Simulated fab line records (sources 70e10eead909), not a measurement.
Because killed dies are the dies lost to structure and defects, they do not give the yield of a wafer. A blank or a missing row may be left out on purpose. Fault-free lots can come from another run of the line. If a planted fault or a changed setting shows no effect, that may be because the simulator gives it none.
fab line records	flow nand-harc
record: lots: 24	wafers: 72	last-day: 24
route steps=1159 shown A_STAIRCASE@666 A_SGD_CUT@765
lots untouched by any fault: they come from a run of this same line in which no faults occurred
start-h: hours from the record's opening day to when the first of the lot's shown wafers began	wait-h: hours from the lot's prior step to this one	" same as the row above	L1.1+2: a row that stands for several wafers	- value missing, or start not given	* or withheld: withheld	< > ~ a bound
route shown NAME@n: names a module that has steps shown in the file, with the first one's number in the route	usual: mean and standard deviation over wafers with no fault	same: alike in all rows	chamber/n: place in a boat	sites: per-site readings	_std_site: the standard deviation of these	_edge_site: outer sites' mean less inner sites'	radius-mm: for every site, how far away it sits from the centre of the wafer	mask NAME#n: copy n	behind: tool/chamber where the wafer was last shaped	hold: why the lot went on hold/how many hours it stayed there/how the hold came to an end	device: the n, p or np transistor that did not switch	end of line: the same wafers' tests at the end of the route	a step without rows: its recipe alone	killed: the dies lost at the first sort to structure and to defects; this is not the yield of the wafer	map: a wafer's dies, x killed, . not, _ none there
set.NAME: the setting that was run; set.NAME@STEP: the one run at that earlier step	model.NAME: the simulator's own value behind a step, which no gauge read
one table for each step of the route and one row for each wafer, over a sample of lots
services: when a tool's chamber went out of use (start-h, in hours from the record's first day, below 0 if earlier), for how many hours, and the reason
== steps ==
step: NHARC_A_STAIRCASE_HM_OPEN_460
recipe: o2-flow-sccm: 400	cos-flow-sccm: 20	ar-flow-sccm: 0	rf-w: 500	bias-w: 300	chemistry: O2/COS
usual: drypump-motor-current-A: 5.6/0.49	oes-product-au: 0.994/0.0087	rf-vpp-V: 467.1/2.5	showerhead-plenum-p-Torr: 3.12/0.11	throttle-valve-pct: 28.329/0.0087
lot.wafer	tool	chamber	start-h	wait-h	drypump-motor-current-A	oes-product-au	rf-hours-counter-h	rf-vpp-V	showerhead-plenum-p-Torr	throttle-valve-pct
L075.3	rie-diel-02	2	-	-	6.2	1.000	40	468.7	3.27	28.327
L075.4	"	0	"	"	5.6	0.994	37	470.8	3.30	28.331
L075.5	"	3	"	"	4.9	1.008	-	467.8	3.10	28.345
L074.2	rie-diel-05	3	-	-	5.0	0.990	31	467.9	3.21	28.314
L074.6	"	1	"	"	6.5	0.989	-	464.1	3.00	28.329
L074.5	"	2	"	"	5.7	0.982	-	466.9	3.12	28.318
L077.4	rie-diel-04	0	-	-	5.4	1.002	53	466.3	3.04	28.320
L077.3	"	1	"	"	5.6	0.997	52	472.9	3.35	28.327
L077.1	"	3	"	"	5.8	0.992	55	468.8	3.22	28.327
L076.1	rie-diel-05	1	-	-	6.5	0.989	33	464.3	2.99	28.329
L076.2	"	3	"	"	5.0	0.991	33	469.3	3.21	28.326
L076.5	"	1	"	"	6.4	0.987	-	464.4	2.99	28.322
L080.4	rie-diel-05	0	-	-	5.3	0.987	42	464.3	3.01	28.314
L080.3	"	3	"	"	5.0	0.984	40	470.2	3.20	28.318
L080.5	"	1	"	"	6.4	0.996	-	464.4	2.99	28.312
L079.2	rie-diel-02	3	-	-	4.9	1.022	54	466.0	3.09	28.340
L079.6	"	0	"	"	5.6	1.017	-	470.9	3.29	28.332
L079.5	"	1	"	"	5.8	0.999	-	466.5	3.09	28.326
L078.2	rie-diel-05	1	-	-	6.5	0.989	42	464.3	2.99	28.337
L078.3	"	2	"	"	5.6	0.996	39	466.8	3.11	28.344
L078.1	"	0	"	"	5.3	0.994	43	464.9	3.01	28.329
L082.2	rie-diel-05	2	-	-	5.6	0.988	44	466.5	3.11	28.323
L082.3	"	0	"	"	5.3	0.980	49	465.2	3.01	28.330
L082.4	"	1	"	"	6.5	0.979	47	465.6	2.99	28.330
L081.1	rie-diel-04	2	-	-	5.1	1.008	6	467.1	3.14	28.340
L081.4	"	1	"	"	5.6	0.992	5	471.9	3.34	28.327
L081.5	"	3	"	"	5.7	0.993	-	469.7	3.21	28.329
L083.1	rie-diel-05	1	-	-	6.5	0.998	47	465.1	2.99	28.331
L083.2	"	0	"	"	5.3	0.991	49	464.3	3.01	28.320
L083.6	"	1	"	"	6.5	0.999	-	465.0	2.99	28.330
L084.4	rie-diel-05	0	-	-	5.3	0.982	55	463.7	3.01	28.334
L084.2	"	1	"	"	6.5	0.996	52	464.1	2.98	28.339
L084.5	"	2	"	"	5.7	0.983	-	466.8	3.10	28.334
L086.2	rie-diel-05	3	-	-	5.0	0.974	56	468.7	3.20	28.338
L086.6	"	3	"	"	5.0	0.981	-	468.8	3.19	28.323
L086.5	"	0	"	"	5.3	0.987	-	465.4	3.00	28.322
L087.1	rie-diel-05	0	-	-	5.3	0.986	60	463.8	3.00	28.314
L087.2	"	3	"	"	5.0	0.970	57	467.6	3.19	28.328
L087.4	"	3	"	"	5.0	0.987	-	469.3	3.19	28.342
L085.4	rie-diel-05	3	-	-	5.0	0.996	59	467.8	3.19	28.338
L085.1	"	0	"	"	5.3	0.995	62	465.4	3.00	28.333
L085.6	"	3	"	"	5.0	0.993	-	468.4	3.19	28.328
L089.4	rie-diel-04	1	-	-	5.5	1.004	13	472.1	3.34	28.323
L089.3	"	0	"	"	5.4	0.992	13	463.5	3.03	28.322
L089.6	"	1	"	"	5.6	1.002	-	473.6	3.34	28.328
L088.4	rie-diel-04	3	-	-	5.8	1.014	14	469.4	3.21	28.335
L088.1	"	1	"	"	5.6	1.006	14	471.2	3.34	28.339
L088.6	"	2	"	"	5.1	1.008	-	467.8	3.13	28.342
L093.1	rie-diel-05	3	-	-	5.0	0.999	5	469.9	3.19	28.335
L093.2	"	0	"	"	5.3	1.000	5	465.1	3.00	28.325
L093.6	"	3	"	"	5.0	0.994	-	469.5	3.19	28.336
L090.2	rie-diel-05	3	-	-	5.0	0.998	6	469.0	3.19	28.327
L090.4	"	0	"	"	5.3	0.997	6	463.9	3.00	28.330
L090.5	"	1	"	"	6.5	0.999	-	464.0	2.98	28.336
L091.2	rie-diel-02	1	-	-	5.8	0.996	14	466.9	3.08	28.317
L091.3	"	0	"	"	5.6	0.991	15	470.9	3.28	28.323
L091.5	"	1	"	"	5.8	1.004	-	466.1	3.08	28.309
L092.1	rie-diel-05	2	-	-	5.7	0.991	6	465.8	3.10	28.325
L092.3	"	3	"	"	5.0	0.991	7	468.4	3.19	28.319
L092.6	"	2	"	"	5.7	1.000	-	466.7	3.10	28.324
L095.2	rie-diel-02	1	-	-	5.8	0.998	19	465.1	3.08	28.334
L095.3	"	2	"	"	6.2	0.993	19	469.1	3.25	28.322
L095.6	"	1	"	"	5.8	0.996	-	466.9	3.08	28.319
L094.1	rie-diel-05	0	-	-	5.3	0.989	11	465.1	3.00	28.342
L094.4	"	1	"	"	6.5	0.992	11	462.9	2.98	28.339
L094.5	"	2	"	"	5.7	0.989	-	466.8	3.10	28.337
L096.4	rie-diel-02	3	-	-	4.9	1.007	19	466.7	3.08	28.321
L096.3	"	0	"	"	5.7	0.997	22	470.3	3.27	28.316
L096.2	"	2	"	"	6.2	1.001	22	471.3	3.24	28.339
L097.2	rie-diel-04	0	-	-	5.4	0.991	33	466.2	3.02	28.319
L097.1	"	2	"	"	5.1	1.005	34	467.3	3.12	28.333
L097.4	"	3	"	"	5.8	0.994	33	468.0	3.20	28.322
step: NHARC_A_STAIRCASE_HM_OPEN_463
recipe: o2-flow-sccm: 400	cos-flow-sccm: 20	ar-flow-sccm: 0	rf-w: 500	bias-w: 300	chemistry: O2/COS
usual: drypump-motor-current-A: 5.5/0.44	oes-product-au: 0.995/0.0068	rf-vpp-V: 467.2/2.6	showerhead-plenum-p-Torr: 3.12/0.11	throttle-valve-pct: 28.331/0.0096
lot.wafer	tool	chamber	start-h	wait-h	drypump-motor-current-A	oes-product-au	rf-hours-counter-h	rf-vpp-V	showerhead-plenum-p-Torr	throttle-valve-pct
L075.3	rie-diel-04	0	-	-	5.4	1.011	51	465.5	3.04	28.334
L075.4	"	3	"	"	5.8	0.994	52	468.8	3.22	28.311
L075.5	"	1	"	"	5.6	0.988	-	472.8	3.35	28.343
L074.2	rie-diel-04	3	-	-	5.8	1.001	54	469.7	3.22	28.326
L074.5	"	2	"	"	5.1	1.006	-	467.3	3.14	28.320
L074.6	"	3	"	"	5.8	1.003	-	469.7	3.22	28.333
L076.1	rie-diel-05	0	-	-	5.3	0.989	37	463.5	3.01	28.336
L076.2	"	1	"	"	6.4	0.996	36	464.1	2.99	28.321
L076.5	"	1	"	"	6.4	0.994	-	463.8	2.99	28.329
L077.3	rie-diel-05	3	-	-	5.0	1.002	35	468.4	3.21	28.322
L077.1	"	0	"	"	5.3	1.000	37	468.0	3.02	28.320
L077.4	"	2	"	"	5.6	1.000	34	467.8	3.11	28.353
L080.4	rie-diel-04	0	-	-	5.4	0.992	1	465.9	3.03	28.348
L080.3	"	1	"	"	5.5	0.998	1	472.1	3.34	28.323
L080.5	"	3	"	"	5.7	0.994	-	469.6	3.21	28.318
L079.2	rie-diel-05	1	-	-	6.5	0.982	45	465.3	2.99	28.330
L079.6	"	1	"	"	6.5	0.996	-	464.0	2.99	28.326
L079.5	"	2	"	"	5.7	0.989	-	466.3	3.11	28.345
L078.3	rie-diel-04	1	-	-	5.6	0.991	3	472.3	3.34	28.332
L078.1	"	2	"	"	5.1	0.993	4	467.2	3.14	28.339
L078.2	"	3	"	"	5.7	0.993	5	468.6	3.21	28.336
L082.2	rie-diel-05	0	-	-	5.3	0.996	51	463.8	3.01	28.318
L082.4	"	2	"	"	5.7	0.985	47	466.2	3.11	28.322
L082.3	"	3	"	"	5.0	0.994	49	468.2	3.20	28.325
L081.4	rie-diel-05	2	-	-	5.7	0.985	48	465.5	3.11	28.330
L081.1	"	1	"	"	6.5	0.996	51	465.1	2.99	28.328
L081.5	"	2	"	"	5.7	0.990	-	466.8	3.11	28.325
L083.1	rie-diel-02	3	-	-	4.9	1.007	63	466.3	3.09	28.340
L083.2	"	1	"	"	5.8	0.996	58	467.3	3.09	28.331
L083.6	"	0	"	"	5.7	0.996	-	470.8	3.29	28.334
L084.2	rie-diel-05	3	-	-	5.0	0.983	54	469.0	3.20	28.319
L084.4	"	0	"	"	5.2	0.998	57	464.2	3.01	28.313
L084.5	"	2	"	"	5.6	0.995	-	466.8	3.10	28.328
L086.2	rie-diel-05	2	-	-	5.6	0.990	53	467.2	3.10	28.338
L086.6	"	2	"	"	5.6	0.983	-	466.3	3.10	28.338
L086.5	"	3	"	"	5.0	0.987	-	469.1	3.19	28.329
L087.4	rie-diel-04	3	-	-	5.8	0.998	11	469.8	3.21	28.330
L087.1	"	1	"	"	5.5	1.001	10	471.2	3.34	28.343
L087.2	"	2	"	"	5.1	1.000	11	468.3	3.14	28.349
L085.4	rie-diel-04	1	-	-	5.5	0.999	10	472.2	3.34	28.350
L085.1	"	3	"	"	5.7	0.999	11	471.1	3.21	28.340
L085.6	"	0	"	"	5.4	0.985	-	464.4	3.03	28.316
L089.4	rie-diel-02	1	-	-	5.8	1.001	8	466.4	3.08	28.340
L089.3	"	2	"	"	6.2	1.001	9	470.9	3.25	28.332
L089.6	"	1	"	"	5.8	0.988	-	466.4	3.08	28.347
L088.4	rie-diel-04	3	-	-	5.8	1.004	18	469.6	3.20	28.323
L088.1	"	1	"	"	5.5	0.996	17	473.3	3.33	28.343
L088.6	"	3	"	"	5.8	0.992	-	468.6	3.20	28.334
L093.1	rie-diel-05	3	-	-	5.0	1.008	6	468.7	3.19	28.334
L093.2	"	0	"	"	5.3	0.984	7	464.0	3.00	28.337
L093.6	"	0	"	"	5.3	1.001	-	466.4	3.00	28.328
L090.2	rie-diel-05	2	-	-	5.7	0.984	7	468.2	3.10	28.338
L090.4	"	3	"	"	5.0	0.992	8	468.5	3.19	28.329
L090.5	"	3	"	"	5.0	0.988	-	467.6	3.19	28.331
L091.2	rie-diel-05	0	-	-	5.3	0.998	9	463.3	3.00	28.340
L091.3	"	2	"	"	5.6	0.985	7	465.2	3.10	28.345
L091.5	"	1	"	"	6.5	0.998	-	464.0	2.98	28.327
L092.1	rie-diel-05	1	-	-	6.5	0.990	11	463.4	2.98	28.344
L092.3	"	2	"	"	5.7	0.997	9	467.5	3.10	28.331
L092.6	"	0	"	"	5.3	0.992	-	464.2	3.00	28.334
L095.2	rie-diel-04	0	-	-	5.4	0.991	29	464.5	3.02	28.322
L095.3	"	3	"	"	5.7	1.004	30	468.5	3.20	28.334
L095.6	"	0	"	"	5.4	1.000	-	464.6	3.02	28.327
L094.1	rie-diel-04	3	-	-	5.7	1.002	31	469.3	3.20	28.340
L094.4	"	2	"	"	5.1	1.003	32	467.4	3.12	28.331
L094.5	"	3	"	"	5.8	0.992	-	469.2	3.20	28.326
L096.3	rie-diel-02	0	-	-	5.6	0.987	26	470.8	3.27	28.340
L096.2	"	1	"	"	5.8	0.991	24	466.6	3.07	28.331
L096.4	"	2	"	"	6.2	1.001	24	468.3	3.24	28.313
L097.1	rie-diel-05	3	-	-	5.0	1.001	20	467.7	3.18	28.317
L097.2	"	1	"	"	6.5	1.000	19	463.3	2.97	28.327
L097.4	"	2	"	"	5.7	0.993	18	465.5	3.09	28.326
step: NHARC_A_STAIRCASE_DEP_322
recipe: target-thk-a: 38000	temp-c: 400	target-thk-nm: 3800	teos-flow-sccm: 200	rf-w: 500	material: SiO2
usual: heater-power-w: 669/94
lot.wafer	tool	chamber	start-h	wait-h	heater-power-w
L075.3	pecvd-01	0	282.65	0.2	754
L075.4	"	1	"	"	626
L075.5	"	2	"	"	565
L074.2	pecvd-04	1	290.00	0.3	641
L074.6	"	2	"	"	643
L074.5	"	0	"	"	647
L077.1	pecvd-01	0	300.45	0.1	706
L077.3	"	2	"	"	681
L077.4	"	2	"	"	585
L076.1	pecvd-02	0	300.79	0.4	739
L076.2	"	2	"	"	887
L076.5	"	1	"	"	602
L078.3	pecvd-02	1	328.45	0.1	728
L078.2	"	2	"	"	901
L078.1	"	0	"	"	767
L080.3	pecvd-01	1	328.46	0.1	706
L080.4	"	2	"	"	581
L080.5	"	0	"	"	597
L079.2	pecvd-04	0	328.52	0.2	797
L079.5	"	0	"	"	647
L079.6	"	1	"	"	538
L082.2	pecvd-04	0	340.34	0.2	830
L082.3	"	1	"	"	615
L082.4	"	1	"	"	548
L081.1	pecvd-01	2	340.40	0.2	697
L081.5	"	2	"	"	567
L081.4	"	0	"	"	582
L083.2	pecvd-04	1	340.81	0.6	568
L083.1	"	0	"	"	659
L083.6	"	2	"	"	636
L084.2	pecvd-01	1	354.62	0.3	727
L084.5	"	2	"	"	589
L084.4	"	0	"	"	594
L086.2	pecvd-02	1	360.38	0.2	687
L086.6	"	0	"	"	588
L086.5	"	2	"	"	746
L087.2	pecvd-02	2	365.29	0.1	944
L087.1	"	1	"	"	570
L087.4	"	1	"	"	556
L085.1	pecvd-01	2	365.40	0.2	628
L085.4	"	1	"	"	625
L085.6	"	2	"	"	573
L088.1	pecvd-02	2	377.71	0.1	890
L088.6	"	0	"	"	584
L088.4	"	1	"	"	557
L089.3	pecvd-01	2	377.71	0.1	720
L089.4	"	2	"	"	578
L089.6	"	0	"	"	586
L093.2	pecvd-02	0	391.52	0.2	733
L093.1	"	1	"	"	637
L093.6	"	2	"	"	773
L091.3	pecvd-01	2	396.05	0.1	663
L091.2	"	1	"	"	679
L091.5	"	1	"	"	632
L090.2	pecvd-04	2	396.05	0.1	756
L090.5	"	2	"	"	645
L090.4	"	1	"	"	542
L092.1	pecvd-04	0	404.53	0.5	672
L092.3	"	1	"	"	637
L092.6	"	1	"	"	528
L094.1	pecvd-02	1	404.55	0.5	559
L094.4	"	2	"	"	755
L094.5	"	1	"	"	544
L095.2	pecvd-01	1	404.75	0.7	756
L095.3	"	0	"	"	695
L095.6	"	1	"	"	648
L096.2	pecvd-02	2	415.35	0.2	927
L096.3	"	0	"	"	683
L096.4	"	1	"	"	544
L097.2	pecvd-02	0	428.29	0.1	721
L097.1	"	1	"	"	703
L097.4	"	2	"	"	770
step: NHARC_A_SGD_CUT_ETCH_16
recipe: target-depth-a: 3105	time-s: 155.2	c4f8-flow-sccm: withheld	o2-flow-sccm: 8	ar-flow-sccm: withheld	rf-w: 600	bias-w: 800	chemistry: C4F8/O2/Ar
usual: oes-product-au: 0.972/0.012	rf-vpp-V: 724/4.2
lot.wafer	tool	chamber	start-h	wait-h	oes-product-au	rf-hours-counter-h	rf-vpp-V
L075.3	rie-diel-09	2	-	-	0.976	3	721
L075.4	"	3	"	"	0.982	3	723
L075.5	"	3	"	"	0.978	-	721
L074.2	rie-diel-09	3	-	-	0.969	3	720
L074.5	"	0	"	"	0.980	-	728
L074.6	"	1	"	"	0.972	-	722
L076.1	rie-diel-09	1	-	-	0.981	4	724
L076.2	"	3	"	"	0.971	5	721
L076.5	"	0	"	"	0.973	-	728
L077.1	rie-diel-08	0	-	-	0.965	1	716
L077.3	"	1	"	"	0.982	1	718
L077.4	"	3	"	"	0.970	1	717
L080.4	rie-diel-08	2	-	-	0.967	4	727
L080.3	"	0	"	"	0.980	4	716
L080.5	"	1	"	"	0.974	-	716
L079.2	rie-diel-11	0	-	-	0.983	13	728
L079.5	"	2	"	"	0.966	-	724
L079.6	"	3	"	"	0.973	-	728
L078.1	rie-diel-11	2	-	-	0.975	14	724
L078.3	"	0	"	"	0.965	14	728
L078.2	"	1	"	"	0.973	13	727
L082.4	rie-diel-09	3	-	-	0.959	7	723
L082.2	"	0	"	"	0.949	6	726
L082.3	"	2	"	"	0.963	7	721
L083.1	rie-diel-11	3	-	-	0.973	15	727
L083.2	"	0	"	"	0.981	15	728
L083.6	"	2	"	"	0.961	-	724
L081.4	rie-diel-09	0	-	-	0.946	7	727
L081.1	"	1	"	"	0.952	6	723
L081.5	"	0	"	"	0.951	-	727
L084.2	rie-diel-11	0	-	-	0.971	0	729
L084.4	"	1	"	"	0.983	0	728
L084.5	"	3	"	"	0.973	-	728
L086.2	rie-diel-11	1	-	-	0.994	1	727
L086.5	"	1	"	"	0.983	-	727
L086.6	"	2	"	"	0.981	-	723
L087.4	rie-diel-11	3	-	-	0.960	2	730
L087.2	"	0	"	"	0.970	2	727
L087.1	"	2	"	"	0.982	2	726
L085.1	rie-diel-09	0	-	-	0.979	8	727
L085.4	"	1	"	"	0.969	8	724
L085.6	"	2	"	"	0.956	-	722
L088.1	rie-diel-08	0	-	-	0.983	10	715
L088.4	"	1	"	"	0.975	10	718
L088.6	"	3	"	"	0.983	-	717
L089.4	rie-diel-09	2	-	-	0.985	10	721
L089.3	"	3	"	"	0.971	9	721
L089.6	"	3	"	"	0.973	-	722
L090.4	rie-diel-09	0	-	-	0.972	10	726
L090.2	"	2	"	"	0.967	11	721
L090.5	"	1	"	"	0.954	-	724
L093.1	rie-diel-08	2	-	-	0.966	11	728
L093.2	"	0	"	"	0.969	11	716
L093.6	"	2	"	"	0.975	-	728
L091.3	rie-diel-11	3	-	-	0.964	6	729
L091.2	"	0	"	"	0.954	5	727
L091.5	"	1	"	"	0.951	-	726
L094.1	rie-diel-11	1	-	-	0.973	6	727
L094.4	"	3	"	"	0.980	7	728
L094.5	"	0	"	"	0.964	-	727
L092.1	rie-diel-08	0	-	-	0.973	15	715
L092.3	"	1	"	"	0.951	13	719
L092.6	"	1	"	"	0.967	-	716
L095.3	rie-diel-11	1	-	-	0.980	7	728
L095.2	"	2	"	"	0.985	7	724
L095.6	"	2	"	"	0.989	-	724
L096.2	rie-diel-11	2	-	-	0.999	8	724
L096.3	"	3	"	"	0.995	8	726
L096.4	"	1	"	"	0.985	7	728
L097.4	rie-diel-08	0	-	-	0.961	17	715
L097.2	"	2	"	"	0.978	16	727
L097.1	"	3	"	"	0.973	16	718
step: NHARC_A_SGD_CUT_ETCHBACK_24
recipe: target-depth-a: 500	over-etch-frac: 0.3	time-s: 92.857	ion-energy-ev: 120	ch3f-flow-sccm: 50	o2-flow-sccm: 30	ar-flow-sccm: 200	rf-w: 500	bias-w: 100	chemistry: CH3F/O2
usual: ch3f-flow-sccm: 49.97/0.14	drypump-motor-current-A: 5.5/0.35	oes-product-au: 0.98/0.033	rf-vpp-V: 244.2/1.6	showerhead-plenum-p-Torr: 2.46/0.1	throttle-valve-pct: 20.663/0.0085
lot.wafer	tool	chamber	start-h	wait-h	ch3f-flow-sccm	drypump-motor-current-A	oes-product-au	rf-hours-counter-h	rf-vpp-V	showerhead-plenum-p-Torr	throttle-valve-pct
L075.4	rie-diel-09	3	315.51	0.1	49.94	5.4	0.92	4	242.7	2.42	20.653
L075.3	"	0	"	"	50.03	5.7	0.92	4	244.6	2.57	20.654
L075.5	"	0	"	"	50.11	5.7	0.93	-	245.3	2.57	20.670
L074.2	rie-diel-08	2	315.52	0.2	49.84	5.5	1.00	0	246.5	2.56	20.660
L074.5	"	2	"	"	49.73	5.5	1.00	-	243.8	2.56	20.647
L074.6	"	3	"	"	49.96	5.2	1.01	-	242.9	2.32	20.656
L077.1	rie-diel-11	2	328.25	0.1	50.20	6.2	0.99	12	243.5	2.49	20.655
L077.3	"	0	"	"	50.05	5.9	0.99	11	246.6	2.56	20.649
L077.4	"	3	"	"	49.81	5.3	0.99	-	246.3	2.58	20.667
L076.2	rie-diel-09	2	328.26	0.1	50.12	5.9	0.92	5	243.2	2.40	20.651
L076.1	"	0	"	"	49.84	5.7	0.92	5	245.8	2.57	20.668
L076.5	"	3	"	"	49.75	5.5	0.94	-	243.4	2.42	20.661
L080.3	rie-diel-09	3	356.49	0.1	50.08	5.5	1.00	6	244.4	2.42	20.654
L080.4	"	1	"	"	50.00	5.3	0.99	6	243.8	2.47	20.666
L080.5	"	3	"	"	50.03	5.4	1.01	-	242.5	2.42	20.662
L078.2	rie-diel-08	1	356.52	0.2	49.92	5.8	1.00	5	242.5	2.32	20.665
L078.3	"	3	"	"	49.74	5.1	1.00	5	242.4	2.32	20.666
L078.1	"	0	"	"	49.59	4.9	0.99	5	241.0	2.28	20.665
L079.2	rie-diel-11	1	356.53	0.2	50.00	5.3	0.94	13	245.4	2.56	20.647
L079.5	"	2	"	"	49.83	6.2	0.93	-	244.1	2.48	20.683
L079.6	"	3	"	"	49.95	5.3	0.93	-	246.3	2.58	20.661
L083.1	rie-diel-09	2	368.04	0.1	49.98	5.8	1.00	7	243.9	2.40	20.650
L083.2	"	0	"	"	50.03	5.7	1.01	7	246.3	2.56	20.667
L083.6	"	2	"	"	49.99	5.9	0.99	-	243.1	2.40	20.659
L082.4	rie-diel-08	0	368.13	0.2	50.13	4.8	0.99	6	241.2	2.28	20.656
L082.3	"	1	"	"	49.90	5.8	1.01	6	243.1	2.32	20.663
L082.2	"	2	"	"	49.99	5.5	0.99	6	245.7	2.56	20.676
L081.4	rie-diel-09	2	368.14	0.2	49.89	5.9	0.92	7	244.4	2.40	20.680
L081.1	"	0	"	"	50.21	5.7	0.93	7	245.9	2.57	20.658
L081.5	"	1	"	"	49.89	5.3	0.91	-	242.6	2.47	20.649
L084.2	rie-diel-09	2	384.36	0.2	50.20	5.9	1.00	8	243.1	2.40	20.663
L084.4	"	3	"	"	49.95	5.5	0.99	8	243.1	2.42	20.681
L084.5	"	2	"	"	50.21	5.9	0.99	-	243.7	2.40	20.672
L086.2	rie-diel-09	0	387.76	0.2	49.86	5.7	0.94	8	246.3	2.56	20.664
L086.5	"	2	"	"	49.95	5.9	0.94	-	243.5	2.40	20.670
L086.6	"	3	"	"	50.10	5.4	0.95	-	243.3	2.42	20.659
L087.2	rie-diel-09	2	394.76	0.2	49.84	5.9	1.01	9	242.7	2.40	20.660
L087.1	"	3	"	"	49.61	5.5	1.00	9	245.0	2.42	20.666
L087.4	"	3	"	"	49.77	5.5	1.00	-	244.9	2.42	20.663
L085.1	rie-diel-08	1	394.84	0.2	49.93	5.9	1.00	9	242.3	2.31	20.664
L085.4	"	2	"	"	50.04	5.5	0.99	8	245.6	2.56	20.654
L085.6	"	1	"	"	49.82	5.9	1.01	-	242.9	2.32	20.659
L088.4	rie-diel-11	1	406.41	0.1	50.17	5.3	1.00	4	245.8	2.56	20.650
L088.1	"	0	"	"	50.03	5.9	0.99	3	247.0	2.56	20.668
L088.6	"	1	"	"	50.04	5.3	0.99	-	245.3	2.56	20.661
L089.4	rie-diel-08	3	406.44	0.2	50.13	5.1	1.00	10	243.1	2.31	20.679
L089.3	"	0	"	"	49.98	4.9	1.01	11	241.7	2.28	20.677
L089.6	"	3	"	"	50.11	5.1	1.00	-	242.4	2.31	20.672
L090.2	rie-diel-08	3	422.84	0.2	49.89	5.1	1.00	11	241.2	2.31	20.678
L090.5	"	3	"	"	50.17	5.1	1.00	-	241.8	2.31	20.657
L090.4	"	0	"	"	49.89	4.9	1.00	-	241.8	2.28	20.669
L093.1	rie-diel-11	0	422.88	0.1	50.09	5.9	1.00	5	245.8	2.56	20.666
L093.2	"	3	"	"	49.95	5.3	1.00	5	247.6	2.58	20.654
L093.6	"	0	"	"	50.02	5.9	0.99	-	245.9	2.56	20.660
L091.2	rie-diel-09	0	431.15	0.2	50.03	5.7	1.01	11	245.0	2.56	20.658
L091.3	"	2	"	"	50.35	5.9	0.99	11	244.1	2.40	20.673
L091.5	"	3	"	"	49.83	5.4	1.00	-	244.5	2.42	20.665
L094.4	rie-diel-11	2	441.67	0.1	49.87	6.2	0.92	7	244.4	2.48	20.668
L094.1	"	1	"	"	50.04	5.3	0.93	7	245.0	2.56	20.647
L094.5	"	3	"	"	49.91	5.3	0.92	-	245.6	2.58	20.662
L095.2	rie-diel-08	1	441.70	0.1	49.71	5.8	1.00	13	243.0	2.31	20.659
L095.3	"	3	"	"	50.09	5.1	1.00	15	241.2	2.31	20.657
L095.6	"	1	"	"	49.99	5.8	1.00	-	242.7	2.31	20.674
L092.1	rie-diel-09	3	441.75	0.2	50.01	5.4	1.01	0	243.2	2.42	20.670
L092.3	"	2	"	"	50.01	5.9	1.00	0	244.5	2.40	20.661
L092.6	"	0	"	"	50.12	5.7	1.00	-	246.4	2.56	20.650
L096.3	rie-diel-11	2	449.18	0.1	50.06	6.2	0.93	8	245.1	2.48	20.659
L096.2	"	1	"	"	49.96	5.3	0.93	8	246.0	2.56	20.657
L096.4	"	3	"	"	49.95	5.3	0.92	-	245.1	2.58	20.663
L097.2	rie-diel-09	3	460.25	0.2	50.18	5.5	1.00	1	243.6	2.42	20.661
L097.1	"	0	"	"	49.80	5.7	1.00	1	245.9	2.56	20.666
L097.4	"	2	"	"	49.86	5.9	1.00	1	243.9	2.40	20.668
step: NHARC_A_SGD_CUT_INSPECT_25
usual: raw-defect-count: 316/95
lot.wafer	tool	chamber	start-h	wait-h	raw-defect-count
L075.3	defect-inspect-01	-	315.79	-	282
L075.4	"	-	"	"	253
L075.5	"	-	"	"	235
L074.2	defect-inspect-01	-	315.79	-	394
L074.5	"	-	"	"	361
L074.6	"	-	"	"	349
L076.1	defect-inspect-01	-	328.51	-	281
L076.2	"	-	"	"	345
L076.5	"	-	"	"	303
L077.1	defect-inspect-02	-	328.52	-	240
L077.3	"	-	"	"	211
L077.4	"	-	"	"	208
L080.3	defect-inspect-02	-	356.73	-	341
L080.4	"	-	"	"	264
L080.5	"	-	"	"	597
L079.2	defect-inspect-01	-	356.73	-	440
L079.5	"	-	"	"	346
L079.6	"	-	"	"	364
L078.1	defect-inspect-01	-	356.76	-	246
L078.2	"	-	"	"	238
L078.3	"	-	"	"	228
L083.1	defect-inspect-02	-	368.32	-	405
L083.2	"	-	"	"	380
L083.6	"	-	"	"	340
L081.1	defect-inspect-02	-	368.37	-	322
L081.4	"	-	"	"	393
L081.5	"	-	"	"	245
L082.2	defect-inspect-01	-	368.47	-	269
L082.3	"	-	"	"	230
L082.4	"	-	"	"	314
L084.2	defect-inspect-02	-	384.60	-	332
L084.4	"	-	"	"	300
L084.5	"	-	"	"	328
L086.2	defect-inspect-02	-	387.98	-	211
L086.5	"	-	"	"	311
L086.6	"	-	"	"	290
L087.1	defect-inspect-02	-	395.02	-	342
L087.2	"	-	"	"	578
L087.4	"	-	"	"	407
L085.1	defect-inspect-02	-	395.07	-	238
L085.4	"	-	"	"	204
L085.6	"	-	"	"	291
L088.1	defect-inspect-01	-	406.65	-	286
L088.4	"	-	"	"	395
L088.6	"	-	"	"	338
L089.3	defect-inspect-02	-	406.67	-	424
L089.4	"	-	"	"	466
L089.6	"	-	"	"	393
L090.2	defect-inspect-01	-	423.10	-	566
L090.4	"	-	"	"	249
L090.5	"	-	"	"	334
L093.1	defect-inspect-02	-	423.12	-	223
L093.2	"	-	"	"	230
L093.6	"	-	"	"	229
L091.2	defect-inspect-01	-	431.37	-	305
L091.3	"	-	"	"	243
L091.5	"	-	"	"	257
L094.1	defect-inspect-02	-	441.91	-	365
L094.4	"	-	"	"	318
L094.5	"	-	"	"	344
L095.2	defect-inspect-01	-	441.94	-	287
L095.3	"	-	"	"	283
L095.6	"	-	"	"	262
L092.1	defect-inspect-01	-	441.99	-	288
L092.3	"	-	"	"	486
L092.6	"	-	"	"	328
L096.2	defect-inspect-02	-	449.45	-	268
L096.3	"	-	"	"	181
L096.4	"	-	"	"	225
L097.1	defect-inspect-01	-	460.49	-	306
L097.2	"	-	"	"	197
L097.4	"	-	"	"	188
== services ==
tool	chamber	start-h	hours	kind
pecvd-02	-	233.64	2.6	repair
pecvd-01	-	237.31	13.0	pm
rie-diel-08	1	239.18	2.5	repair
rie-diel-09	-	254.38	9.0	pm
rie-diel-08	1	258.26	10.8	repair
pecvd-01	-	265.32	1.4	repair
rie-diel-04	-	289.09	9.0	pm
rie-diel-11	0	295.40	8.9	repair
rie-diel-08	-	301.80	9.0	pm
rie-diel-08	1	311.07	6.2	repair
rie-diel-04	-	314.14	16.1	repair
rie-diel-11	1	320.71	9.6	repair
pecvd-02	-	334.16	13.0	pm
rie-diel-05	-	340.68	9.0	pm
rie-diel-08	-	358.34	0.5	repair
rie-diel-04	1	359.93	2.0	repair
rie-diel-11	-	366.52	9.0	pm
rie-diel-11	1	390.37	3.6	repair
rie-diel-09	1	390.52	4.8	repair
rie-diel-11	0	392.55	7.3	repair
rie-diel-09	-	397.21	0.3	repair
rie-diel-08	1	414.31	14.9	repair
rie-diel-09	-	431.38	9.0	pm
rie-diel-11	0	447.10	4.2	repair
== key ==
fault none
